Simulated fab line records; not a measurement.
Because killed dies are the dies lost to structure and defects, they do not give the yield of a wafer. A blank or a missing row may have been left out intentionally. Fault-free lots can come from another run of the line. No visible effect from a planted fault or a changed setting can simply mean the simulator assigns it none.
fab line records	flow nandHarc
record: lots: 5	wafers: 15	lastDay: 33
route steps=1302 shown P_BONDPAD@366 A_ZERO_WELL@390 END@1302
lots with no fault: from the same line, run without faults
startH: the number of hours between the record's first day and the start of the first shown wafer of the lot	waitH: hours elapsed since this lot's preceding step	" repeats the value in the row above	L1.1+2: one row covering several wafers at once	- no value present, or no start provided	* or withheld: withheld	< > ~ a bound
route shown NAME@n: names a module that has steps shown in the file, with the first one's number in the route	usual: mean/standard deviation of fault-free wafers	same: alike in all rows	chamber/n: place in a boat	sites: readings site by site	_std_site: the values' standard deviation	_edge_site: mean of outer sites minus mean of inner sites	radiusMm: for every site, how far away it sits from the centre of the wafer	mask NAME#n: copy n	behind: the most recent tool/chamber to have shaped the wafer	hold: reason for holding the lot/hours on hold/outcome of the hold	device: whichever transistor did not switch (one of n, p or np)	end of line: the same wafers' tests at the end of the route	where a step has no rows: the recipe by itself	killed: dies that structure and defects cost at the first sort, which is not the same as the wafer's yield	map: shows each die of a wafer: x if killed, . if not, _ if none is there
set.NAME: the setting that was run; set.NAME@STEP: the one run at that earlier step	model.NAME: the simulator's own value behind a step, which no gauge read
lots at some steps of the route; a table a step, a row a wafer
services: a tool's chamber out of use, with start hour (startH, from the record's first day; less than 0 if before it), hours out, and reason
== steps ==
step: NHARC_P_BONDPAD_HARDBAKE_10
recipe: tempC: 118	timeS: 65
step: NHARC_P_BONDPAD_DESCUM_11
recipe: timeS: 3	o2FlowSccm: 200	arFlowSccm: 0	biasPowerW: 0	chemistry: O2
step: NHARC_P_BONDPAD_ETCH_37
recipe: targetDepthA: 600	overetchA: 180	timeS: 65.91	ionEnergyEv: 200	n2FlowSccm: 150	h2FlowSccm: 150	arFlowSccm: 0	rfW: 400	biasW: 150	chemistry: N2/H2
usual: drypumpMotorCurrentA: 5.8/0.4	oesProductAu: 0.996/0.012	rfVppV: 429.6/2.8	showerheadPlenumPTorr: 2.01/0.1	throttleValvePct: 14.172/0.0096
lot.wafer	tool	chamber	startH	waitH	drypumpMotorCurrentA	oesProductAu	rfHoursCounterH	rfVppV	showerheadPlenumPTorr	throttleValvePct
L587.3	rieDiel-07	3	187.01	0.1	5.6	0.983	3.6	428.9	1.94	14.170
L587.5	"	3	"	"	5.6	0.984	-	429.3	1.94	14.166
L587.6	"	0	"	"	6.2	1.004	-	428.2	1.95	14.161
L591.4	rieDiel-07	0	220.25	0.1	6.2	1.014	3.3	428.1	1.95	14.166
L591.1	"	1	"	"	5.0	0.985	5.1	426.8	1.91	14.181
L591.2	"	2	"	"	5.8	0.991	5.0	434.5	2.19	14.176
L593.2	rieDiel-07	1	240.81	0.1	5.1	0.991	5.6	427.4	1.91	14.168
L593.1	"	2	"	"	5.8	1.004	5.4	434.0	2.19	14.168
L593.6	"	1	"	"	5.1	0.989	-	427.5	1.91	14.184
L596.2	rieDiel-04	1	281.01	0.1	5.8	0.989	2.3	427.7	1.97	14.169
L596.5	"	0	"	"	6.5	1.003	-	434.3	2.20	14.154
L596.6	"	1	"	"	5.8	0.995	-	431.0	1.97	14.172
L604.3	rieDiel-10	2	355.34	0.1	5.9	0.996	5.7	428.2	1.96	14.178
L604.6	"	2	"	"	5.9	1.004	-	428.2	1.96	14.167
L604.4	"	3	"	"	5.7	1.003	-	431.3	2.11	14.179
step: NHARC_P_BONDPAD_ETCH_12
recipe: targetDepthA: 2000	timeS: 100	chf3FlowSccm: 50	o2FlowSccm: 10	arFlowSccm: 200	rfW: 500	biasW: 200	chemistry: CHF3/O2
step: NHARC_P_BONDPAD_CD_MEAS_13
usual: cdNm: 498.6/2.6
lot.wafer	tool	chamber	startH	waitH	cdNm
L587.3	cdSem-02	-	187.24	-	496.1
L587.5	"	-	"	"	495.6
L587.6	"	-	"	"	498.6
L591.1	cdSem-03	-	220.48	-	497.5
L591.2	"	-	"	"	497.3
L591.4	"	-	"	"	497.0
L593.1	cdSem-01	-	241.06	-	500.8
L593.2	"	-	"	"	496.7
L593.6	"	-	"	"	502.5
L596.2	cdSem-01	-	281.24	-	498.1
L596.5	"	-	"	"	497.8
L596.6	"	-	"	"	499.5
L604.3	cdSem-02	-	355.59	-	501.0
L604.4	"	-	"	"	494.9
L604.6	"	-	"	"	500.2
step: NHARC_P_BONDPAD_STRIP_15
recipe: o2FlowSccm: 500	arFlowSccm: 0	biasW: 0	chemistry: O2
step: NHARC_P_BONDPAD_ETCH_24
recipe: targetDepthA: 300	overEtchFrac: 0.3	timeS: 72.99	ionEnergyEv: 150	cf4FlowSccm: 50	n2FlowSccm: 100	arFlowSccm: 150	rfW: 300	biasW: 100	chemistry: CF4/N2
usual: drypumpMotorCurrentA: 5.8/0.42	oesProductAu: 0.998/0.013	rfVppV: 313.5/2.2	showerheadPlenumPTorr: 2.59/0.12	throttleValvePct: 19.793/0.0091
same: overEtchFrac: 0.3
lot.wafer	tool	chamber	startH	waitH	drypumpMotorCurrentA	oesProductAu	rfHoursCounterH	rfVppV	showerheadPlenumPTorr	throttleValvePct
L587.3	rieDiel-04	2	-	-	5.8	0.989	0.0	312.3	2.58	19.794
L587.6	"	3	"	"	5.1	1.006	-	311.8	2.47	19.789
L587.5	"	0	"	"	6.5	0.998	-	318.4	2.82	19.795
L591.1	rieDiel-04	2	-	-	5.8	0.991	0.9	314.9	2.58	19.789
L591.2	"	3	"	"	5.1	1.005	0.9	310.0	2.47	19.779
L591.4	"	0	"	"	6.5	0.990	0.9	316.6	2.82	19.801
L593.2	rieDiel-10	1	-	-	6.2	0.978	11.2	315.5	2.68	19.797
L593.1	"	0	"	"	5.8	1.018	10.2	310.5	2.45	19.789
L593.6	"	2	"	"	5.9	0.993	-	314.1	2.54	19.803
L596.2	rieDiel-07	3	281.50	0.2	5.6	0.996	7.5	312.2	2.50	19.794
L596.6	"	3	"	"	5.6	1.002	-	312.1	2.50	19.801
L596.5	"	0	"	"	6.2	1.012	-	312.3	2.52	19.793
L604.3	rieDiel-10	2	355.85	0.1	5.9	1.006	5.8	312.4	2.54	19.773
L604.4	"	2	"	"	5.9	0.995	-	312.2	2.54	19.799
L604.6	"	0	"	"	5.8	1.010	-	311.1	2.45	19.778
step: NHARC_P_BONDPAD_STRIP_16
recipe: timeS: 600	tempC: 30	chemistry: postEtchResidueRemover
step: NHARC_P_BONDPAD_DEGAS_25
recipe: tempC: 300	timeS: 60
step: NHARC_P_BONDPAD_PRE_CLEAN_26
recipe: timeS: 30	tempC: 280	gas: H2/He
usual: heaterPowerW: 424/36
lot.wafer	tool	chamber	startH	waitH	heaterPowerW
L587.3	pvdSputter-02	-	-	-	422
L587.6	"	-	"	"	486
L587.5	"	-	"	"	402
L591.1	pvdSputter-03	-	-	-	373
L591.4	"	-	"	"	406
L591.2	"	-	"	"	463
L593.2	pvdSputter-02	-	-	-	400
L593.1	"	-	"	"	416
L593.6	"	-	"	"	388
L596.2	pvdSputter-01	-	-	-	440
L596.5	"	-	"	"	343
L596.6	"	-	"	"	448
L604.3	pvdSputter-02	-	-	-	418
L604.4	"	-	"	"	439
L604.6	"	-	"	"	427
step: NHARC_P_BONDPAD_PVD_17
recipe: targetThkA: 50	biasV: 168.6	powerW: 15000	chamberPressurePa: 0.12	timeS: 8.06	substrateTempC: 50	material: TaN
usual: cathodeDcPowerW: 15000/2.7	throttleValvePct: 30.2/1
lot.wafer	tool	chamber	startH	waitH	cathodeDcPowerW	throttleValvePct
L587.3	pvdSputter-02	-	-	-	14999	28.1
L587.5	"	-	"	"	14997	30.3
L587.6	"	-	"	"	15003	29.5
L591.1	pvdSputter-03	-	-	-	14998	29.6
L591.4	"	-	"	"	15000	30.2
L591.2	"	-	"	"	15003	30.1
L593.2	pvdSputter-02	-	-	-	15002	30.3
L593.1	"	-	"	"	15002	30.5
L593.6	"	-	"	"	14995	30.5
L596.2	pvdSputter-01	-	-	-	14998	31.2
L596.5	"	-	"	"	14999	31.0
L596.6	"	-	"	"	15002	30.9
L604.3	pvdSputter-02	-	-	-	15002	29.7
L604.4	"	-	"	"	14997	30.8
L604.6	"	-	"	"	14998	29.5
step: NHARC_P_BONDPAD_PVD_27
recipe: targetThkA: 300	chamberPressurePa: 5	powerW: 5000	substrateTempC: 30	timeS: 20.49	material: Cu
step: NHARC_P_BONDPAD_ECD_18
recipe: targetThkA: 4000	bathTempC: 25	material: Cu
usual: bathTempC: 25.00/0.12
lot.wafer	tool	chamber	startH	waitH	bathTempC
L587.3	ecdCu-01	0	188.37	-	25.04
L587.5	"	1	"	"	24.98
L587.6	"	0	"	"	24.97
L591.2	ecdCu-01	0	221.46	-	24.89
L591.1	"	1	"	"	24.99
L591.4	"	0	"	"	24.83
L593.1	ecdCu-02	1	242.04	-	24.96
L593.2	"	0	"	"	24.94
L593.6	"	1	"	"	25.11
L596.2	ecdCu-01	0	282.36	-	25.09
L596.6	"	1	"	"	25.12
L596.5	"	0	"	"	25.10
L604.4	ecdCu-01	1	356.74	-	25.00
L604.3	"	0	"	"	25.21
L604.6	"	1	"	"	25.23
step: NHARC_P_BONDPAD_ANNEAL_28
recipe: tempC: 225	timeS: 90
step: NHARC_P_BONDPAD_CMP_19
recipe: tOverpolishS: 30	cuRecessTouchS: 16	targetThkNm: 160.81
step: NHARC_P_BONDPAD_THK_MEAS_20
recipe: thkMeasGauge: xrf
usual: thkNm: 160.4/1.7
lot.wafer	tool	chamber	startH	waitH	thkNm
L587.3	filmMetro-01	-	189.27	-	159.3
L587.5	"	-	"	"	156.5
L587.6	"	-	"	"	158.3
L591.1	filmMetro-02	-	222.51	-	159.6
L591.2	"	-	"	"	162.5
L591.4	"	-	"	"	161.6
L593.1	filmMetro-01	-	243.09	-	157.5
L593.2	"	-	"	"	161.9
L593.6	"	-	"	"	161.0
L596.2	filmMetro-02	-	283.35	-	162.1
L596.5	"	-	"	"	160.2
L596.6	"	-	"	"	159.9
L604.3	filmMetro-02	-	357.70	-	161.2
L604.4	"	-	"	"	160.4
L604.6	"	-	"	"	158.6
step: NHARC_P_BONDPAD_SRD_21
recipe: timeS: 30	tempC: 23	dryTimeS: 20	spinRpm: 1500
step: NHARC_P_BONDPAD_ACTIVATE_29
recipe: timeS: 60	n2FlowSccm: 200	arFlowSccm: 0	biasPowerW: 0	chemistry: N2
step: NHARC_P_BONDPAD_PRECLEAN_30
recipe: timeS: 300	tempC: 23	chemistry: DIW
step: NHARC_P_BONDPAD_SRD_31
recipe: timeS: 30	tempC: 23	dryTimeS: 20	spinRpm: 1500
step: NHARC_A_ZERO_WELL_PRECLEAN_00
recipe: timeS: 600	tempC: 120	chemistry: SPM
step: NHARC_A_ZERO_WELL_SRD_01
step: NHARC_A_ZERO_WELL_DEHYDRATE_02
recipe: tempC: 150	timeS: 120
step: NHARC_A_ZERO_WELL_HMDS_03
recipe: timeS: 30
step: NHARC_A_ZERO_WELL_COAT_18
recipe: tempC: 200	timeS: 65
step: NHARC_A_ZERO_WELL_COAT_04
recipe: spinRpm: 2000	resistThkNm: 600
step: NHARC_A_ZERO_WELL_SOFTBAKE_05
recipe: tempC: 125	timeS: 70
step: NHARC_A_ZERO_WELL_EBR_06
step: NHARC_A_ZERO_WELL_EXPOSE_07
recipe: na: 0.55	doseMj: 33.85	maskId: A_ZERO
step: NHARC_A_ZERO_WELL_PEB_08
recipe: pebTempC: 128	pebTimeS: 80
step: NHARC_A_ZERO_WELL_DEVELOP_09
recipe: timeS: 50	devTempC: 22
step: NHARC_A_ZERO_WELL_CD_MEAS_10
recipe: targetCdNm: 2000	landingEnergyEv: 500
usual: cdNm: 2000.8/2.7
lot.wafer	tool	chamber	startH	waitH	cdNm
L587.3	cdSem-03	0	190.69	-	2004.0
L587.5	"	0	"	"	2005.6
L587.6	"	0	"	"	2004.5
L591.1	cdSem-02	0	224.04	-	1998.0
L591.2	"	0	"	"	2000.2
L591.4	"	0	"	"	1998.3
L593.1	cdSem-03	0	244.62	-	2003.1
L593.2	"	0	"	"	2001.8
L593.6	"	0	"	"	2003.0
L596.2	cdSem-02	0	284.98	-	2000.5
L596.5	"	0	"	"	2001.1
L596.6	"	0	"	"	2002.9
L604.3	cdSem-01	0	359.20	-	2005.2
L604.4	"	0	"	"	2002.1
L604.6	"	0	"	"	2004.6
step: NHARC_A_ZERO_WELL_HARDBAKE_11
recipe: tempC: 118	timeS: 65
step: NHARC_A_ZERO_WELL_DESCUM_12
recipe: timeS: 3	o2FlowSccm: 200	arFlowSccm: 0	biasPowerW: 0	chemistry: O2
step: NHARC_A_ZERO_WELL_ETCH_19
recipe: targetDepthA: 800	overetchA: 240	timeS: 87.88	ionEnergyEv: 200	n2FlowSccm: 150	h2FlowSccm: 150	arFlowSccm: 0	rfW: 400	biasW: 150	chemistry: N2/H2
step: NHARC_A_ZERO_WELL_ETCH_13
recipe: targetDepthA: 1200	timeS: 40.1	hbrFlowSccm: 150	cl2FlowSccm: 50	rfW: 400	icpW: 400	biasW: 100	chemistry: HBr/Cl2
usual: drypumpMotorCurrentA: 5.8/0.46	oesProductAu: 1.002/0.013	throttleValvePct: 26.405/0.0091
lot.wafer	tool	chamber	startH	waitH	drypumpMotorCurrentA	oesProductAu	rfHoursCounterH	throttleValvePct
L587.3	rieSi-05	2	191.05	-	6.2	1.005	0.3	26.406
L587.6	"	1	"	"	5.9	1.016	-	26.397
L587.5	"	2	"	"	6.2	1.008	-	26.415
L591.1	rieSi-01	1	224.42	-	5.5	1.005	0.1	26.394
L591.4	"	2	"	"	5.1	0.988	0.1	26.394
L591.2	"	3	"	"	5.8	1.014	0.2	26.400
L593.2	rieSi-05	2	245.00	-	6.2	0.988	0.6	26.412
L593.1	"	0	"	"	5.7	0.977	0.7	26.412
L593.6	"	1	"	"	5.9	1.019	-	26.394
L596.2	rieSi-05	2	285.37	-	6.2	1.008	0.8	26.412
L596.5	"	0	"	"	5.7	0.986	-	26.395
L596.6	"	1	"	"	6.0	1.017	-	26.417
L604.4	rieSi-05	1	359.57	-	5.9	1.003	0.3	26.405
L604.3	"	2	"	"	6.3	0.995	0.3	26.392
L604.6	"	1	"	"	5.9	1.001	-	26.404
step: NHARC_A_ZERO_WELL_STRIP_14
recipe: timeS: 900	tempC: 130	chemistry: SPM
step: NHARC_END_SORT_01
recipe: tempC: 25
usual: defectLimitedYield: 90.5/2.4	killedAtArray: 59/16	killedAtOther: 0.7/1.1	killedAtPeriphery: 4/3	killedDies: 64/16	killedOpen: 3.4/1.8	killedShort: 2.6/1.7
same: grossDies: 677
lot.wafer	tool	chamber	startH	waitH	defectLimitedYield[%]	killedAtArray	killedAtOther	killedAtPeriphery	killedDies	killedOpen	killedShort
L604.4	prober-01	0	780.18	3.4	28.4	27	1	457	485	0	0
L604.6	prober-01	0	781.80	4.0	26.7	41	0	455	496	1	0
killed by level:class
L604.4 P_BONDPAD:unspecified=456 A_SLIT:chamberFilmFlake=13 A_CHANNEL_HOLE_D1:chamberFilmFlake=7 A_CHANNEL_HOLE_D2:chamberFilmFlake=4 A_CONTACT:chamberFilmFlake=2 P_ZERO_WELL:chamberFilmFlake=1 A_STAIRCASE:chamberFilmFlake=1 THIN_TSV:chamberFilmFlake=1
L604.6 P_BONDPAD:unspecified=455 A_CHANNEL_HOLE_D2:chamberFilmFlake=17 A_SLIT:chamberFilmFlake=11 A_CHANNEL_HOLE_D1:chamberFilmFlake=6 A_CONTACT:chamberFilmFlake=3 A_CHANNEL_FILL_D1:geometricParticle:open=1 A_ZERO_WELL:chamberFilmFlake=1 A_CHANNEL_FILL_D2:chamberFilmFlake=1
map L604.6 (x killed, . not)
____________x____________
_________xxxx.xx_________
_______xxxx..xxxxx_______
______xxxxxxxxxxxxx______
_____xxxxxxxxxxxxxxx_____
____xxxxxxxxxxxxxxxxx____
____.xxxxx.xxxxx..xx.____
___xxxxx.xxxxxxxxx..xx___
___x..xxx..xxxxxxxx.xx___
__xx.xx...x..x.xxxxxx..__
__.xx.x..xxx.xxxxx.x..x__
_.x.x.xx..xxxx.xxx.xxxx._
_xxxxxxxx.x.xx.xxxxxxx.x_
_.x.xx..x..xxxxxxxx.x.xx_
_.x.x.x.xxxxxxxx.x..xxxx_
_.xxxxxx.xx.xxxxxxxxxx.._
xx.xxxxx.xxxx.xx.xxx.xxxx
x.xxxxxxxx.xxxxxxx.xxx.x.
x.xx.x.x..xx.xxxxxx.xx.xx
.xxx.xxx..xxxxxxxx.x.xx.x
xxxx..xx.x.xxx..xxxxx..xx
_xx.x..xxx.xxxx..xxx.xxx_
_...xxx...x..x..xxxxxxx._
_.xxxxxx.xx.xx.x.xx.xx.x_
_x..x..xx.xxxx.xxxxxx.xx_
_x..x.x.xxxxx..xxx.xx..x_
__.x.xxxxxxxx.xxxxxxxxx__
__xxx.xx.xxxx.xx.xx..xx__
___.xxxx.x.xx.x.xxx.xx___
___..xxxxx.x.xx.xxxx.x___
____xxxx..x.xxx.x..x.____
____xxxx.x.xxxxxx..x.____
_____.xxxxxxxxxxx.xx_____
______xxx....xxxx..______
_______x.xxxxxxxxx_______
_________xxxxxxx_________
____________x____________
map L591.2 (x killed, . not)
____________.____________
_________......._________
_______.....x....._______
______.......xx....______
_____.x......x.x...._____
____.......xx.x......____
____.........x.......____
___..x......x.xx......___
___...................___
__...x.......x.x.x.....__
__..................x..__
_.....x.x.x............._
_..x............x......._
_......xx..............._
_.....x.xxx............._
_...x..xxx.............._
.......xxxx.x............
.......xxxxx.............
......xxx.x.x....x.......
........x............x...
......x.x................
_........x.............._
_........x.............._
_..................x...._
_......................._
_.........x............._
__..........x.......x..__
__.....................__
___...................___
___...................___
____.................____
____.........x.......____
_____..............._____
______............x______
_______..........._______
_________.x..x.._________
____________.____________
== services ==
tool	chamber	startH	hours	kind
pvdSputter-01	-	168.59	2.0	repair
pvdSputter-03	-	170.00	10.0	pm
rieDiel-07	2	173.77	2.9	repair
rieDiel-04	-	177.90	9.0	pm
rieDiel-10	3	208.14	1.5	repair
pvdSputter-01	-	226.00	10.0	pm
pvdSputter-02	-	228.26	4.6	repair
rieDiel-10	2	235.82	3.1	repair
rieDiel-07	3	238.86	5.8	repair
rieDiel-10	-	242.50	9.0	pm
rieDiel-04	3	253.30	3.0	repair
rieSi-05	-	272.14	0.4	repair
rieDiel-07	-	273.15	0.3	repair
rieDiel-07	1	279.68	17.5	repair
pvdSputter-02	-	282.00	10.0	pm
rieDiel-07	3	290.85	6.1	repair
rieDiel-07	-	294.20	9.0	pm
ecdCu-01	-	301.84	2.0	repair
rieSi-05	-	305.00	9.0	pm
rieDiel-10	-	315.60	0.2	repair
ecdCu-01	-	336.19	8.0	pm
rieDiel-07	-	337.48	1.4	repair
rieDiel-10	1	345.11	28.0	repair
rieDiel-04	-	354.90	9.0	pm
== key ==
firstSign: step: NHARC_END_SORT_01	reading: killedAtPeriphery	direction: up	sigmas: 99+	usual: 4	struck: 456
effect: step: NHARC_END_SORT_01	reading: defectLimitedYield	direction: down	sigmas: 26	usual: 90.5	struck: 27.5
moreKillsBornAt: NHARC_P_BONDPAD_ECD_18@ecdCu-01: 911
metAt NHARC_P_BONDPAD_ECD_18
struckWafers L604.4,L604.6
onsetBetween 282.36 356.74
fault: kind: chamberParticleSource	tool: ecdCu-01	chamber: 1	onsetH: 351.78	steps: NHARC_P_BONDPAD_ECD_18	ratePerVisitCm2: 1.2284	endH: 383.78
